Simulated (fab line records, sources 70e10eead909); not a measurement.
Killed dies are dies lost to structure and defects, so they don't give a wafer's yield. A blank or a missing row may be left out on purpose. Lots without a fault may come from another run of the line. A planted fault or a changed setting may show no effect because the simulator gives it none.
A struck lot beside a sound one | flow nand_harc | 15 steps out of a route of 1302
Sound: wafers L776.1, L776.3, L776.6. Struck: wafer L777.4. (L777.2, L777.3 of the same lot were not struck and are left out.) The cause comes at the end.
At each step with rows: each side's tool, then ch and its chambers, then its first start. Under that, the readings that differ: sound wafers | struck wafers | difference of the means | sigmas: that difference in standard deviations of wafers without a fault.
alike: readings whose means differ by less than 2 such deviations, and words and numbers that are the same on both sides. not compared: withheld readings, readings that some wafer has no value for, bounds like >300 that may hide the same value, and numbers for which the record gives no deviation and whose values overlap.
The two part at a step that has a row with sigmas, a row that says differs or no value, or rows on one side only. Numbers that don't overlap but have no deviation are shown without sigmas and don't part them. A reading that every wafer of one side lacks parts them only if that side has two wafers or more.

first, 4 steps without rows for these wafers: NHARC_P_M1_EBR_05; NHARC_P_M1_EXPOSE_06 (exposes mask P M1, target cd 130 nm); NHARC_P_M1_PEB_07 (peb time 65 s); NHARC_P_M1_DEVELOP_08 (develop time 35 s).
NHARC_P_M1_CD_MEAS_09: target cd 130 nm.
  sound on cd_sem-02 ch 0, day 12 04:04; struck on cd_sem-02 ch 0, day 12 05:23
  alike: cd_nm
NHARC_P_M1_OVL_MEAS_10: pitch 260 nm.
  sound on overlay-01, day 12 04:09; struck on overlay-02, day 12 05:29
  alike: overlay_x_nm, overlay_y_nm
NHARC_P_M1_INSPECT_11:
  sound on defect_inspect-02, day 12 04:11; struck on defect_inspect-02, day 12 05:31
  alike: raw_defect_count
NHARC_P_M1_DESCUM_14: chemistry O2, time 3 s.
  sound on rie_diel-10 ch 2,3, day 12 04:15; struck on rie_diel-10 ch 3, day 12 05:34
  alike: drypump_motor_current_A, o2_flow_sccm, oes_product_au, rf_vpp_V, showerhead_plenum_p_Torr, throttle_valve_pct
  not compared: rf_hours_counter_h
NHARC_P_M1_ETCH_35: etches the open film in N2/H2, target depth 40 nm, overetch 12 nm, time 43.94 s.
  sound on rie_diel-10 ch 1,3, day 12 04:20; struck on rie_diel-10 ch 1, day 12 05:40
  alike: drypump_motor_current_A, h2_flow_sccm, oes_product_au, rf_vpp_V, showerhead_plenum_p_Torr, throttle_valve_pct
  not compared: rf_hours_counter_h
NHARC_P_M1_ETCH_15: etches the open film in C4F8/Ar, target depth 182.5 nm, time 91.2 s.
  sound on rie_diel-10 ch 0,1,2; struck on rie_diel-10 ch 2
  alike: oes_product_au, rf_vpp_V
  not compared: rf_hours_counter_h
NHARC_P_M1_CD_MEAS_16:
  sound on cd_sem-02, day 12 04:33; struck on cd_sem-03, day 12 05:53
  alike: cd_nm
NHARC_P_M1_STRIP_18: strips in N2/H2.
  sound on rie_diel-11 ch 0,2,3, day 12 04:38; struck on rie_diel-11 ch 3, day 12 05:57
  alike: drypump_motor_current_A, h2_flow_sccm, oes_product_au, rf_vpp_V, showerhead_plenum_p_Torr, throttle_valve_pct
  not compared: rf_hours_counter_h
NHARC_P_M1_ETCH_28: etches the open film in CF4/N2, target depth 30 nm, time 72.99 s.
  sound on rie_diel-11 ch 0,1,2, day 12 04:52; struck on rie_diel-11 ch 0, day 12 06:12
  reading               | sound             | struck | difference | sigmas
  oes_product_au (a.u.) | 1.017 0.992 1.006 | 0.863  | -0.142     | -21
  alike: drypump_motor_current_A, rf_vpp_V, showerhead_plenum_p_Torr, throttle_valve_pct
  not compared: rf_hours_counter_h
then, 1 step without rows for these wafers: NHARC_P_M1_STRIP_19 (strips in post etch residue remover, time 600 s).
-- the record jumps here: 18 days lie between the struck wafers' starts before and after (it left off in module P_M1 and takes up again in module END, whose first step shown is number 1302 of the route) --
NHARC_END_SORT_01:
  sound on prober-02 ch 0, day 30 12:40; struck on prober-02 ch 0, day 30 07:12
  alike: defect_limited_yield, killed_at_array, killed_at_other, killed_at_periphery, killed_dies, killed_open, killed_short, sort_bin_2_pct, sort_bin_3_pct, sort_bin_4_pct, sort_n_pass, sort_rim_yield_pct, sort_yield_pct

WHERE THEY PART
Only at NHARC_P_M1_ETCH_28, within this record. Later steps at which nothing parts them and some readings are alike: NHARC_END_SORT_01.

WHY: what the simulator had put in
Process parameter drift: rie_diel-11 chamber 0, from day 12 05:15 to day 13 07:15, at NHARC_P_M1_ETCH_28. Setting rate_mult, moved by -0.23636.
